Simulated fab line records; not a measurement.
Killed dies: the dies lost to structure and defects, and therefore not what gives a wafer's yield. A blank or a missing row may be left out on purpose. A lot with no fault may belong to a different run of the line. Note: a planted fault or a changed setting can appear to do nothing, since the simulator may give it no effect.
Chamber matching ; flow nandHarc ; NHARC_A_STAIRCASE_DEP_471 on pecvd-03: 3 sister chambers
The step deposits SiO2, target thk 100 nm. 14 wafers are shown with their chamber, then 7 later ones without.

== EACH WAFER AND ITS CHAMBER ==
wafer;chamber;showerheadVppV (V);throttleValvePct (%);heaterPowerOuterW (W)
L723.1;0;1738;16.1;321
L723.2;2;1907;16.1;432
L723.4;0;1726;16.1;317
L725.1;0;1774;16.1;335
L725.2;1;1792;15.9;402
L725.3;2;1927;16.0;353
L726.1;2;1919;16.4;373
L726.4;0;1746;15.9;296
L726.5;1;1782;15.8;430
L728.1;0;1736;16.0;351
L728.2;2;1906;16.3;349
L728.4;2;1902;16.2;349
L729.2;2;1900;16.4;432
L729.3;0;1721;16.2;253

SIGNATURES (averages over the wafers above)
reading;chamber 0;chamber 1;chamber 2;scatter within a chamber
showerheadVppV;1740.17;1787.00;1910.17;14.7
throttleValvePct;16.067;15.850;16.233;0.132
heaterPowerOuterW;312.17;416.00;381.33;36.2
Rule: distance of a wafer from a chamber = root of the sum over the readings of ((wafer's reading minus chamber's mean) / reading's scatter) squared. If the next closest chamber is less than 2 further off than the closest, the wafer can't be placed; otherwise it belongs to the closest. The scatter is the square root of a quotient: the sum, over the shown wafers, of each reading's squared deviation from its chamber's mean, divided by wafers minus chambers.

== WAFERS WHOSE CHAMBER IS MISSING ==
wafer;showerheadVppV (V);throttleValvePct (%);heaterPowerOuterW (W)
L729.6;1730;15.9;259
L733.2;1738;16.1;317
L733.3;1911;16.3;365
L733.4;1744;16.2;326
L741.1;1731;16.2;383
L741.3;1922;16.5;345
L741.5;1743;16.0;377

== WHICH CHAMBER EACH WENT THROUGH ==
wafer;from the rows above;in truth
L729.6;0;0
L733.2;0;0
L733.3;2;2
L733.4;0;0
L741.1;0;0
L741.3;2;2
L741.5;can't be placed: 0 or 1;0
Correct placement for 6 of the 7. Cannot be placed on the basis of these rows: 1; the candidates contain the true chamber in 1. Placed wrongly: 0.
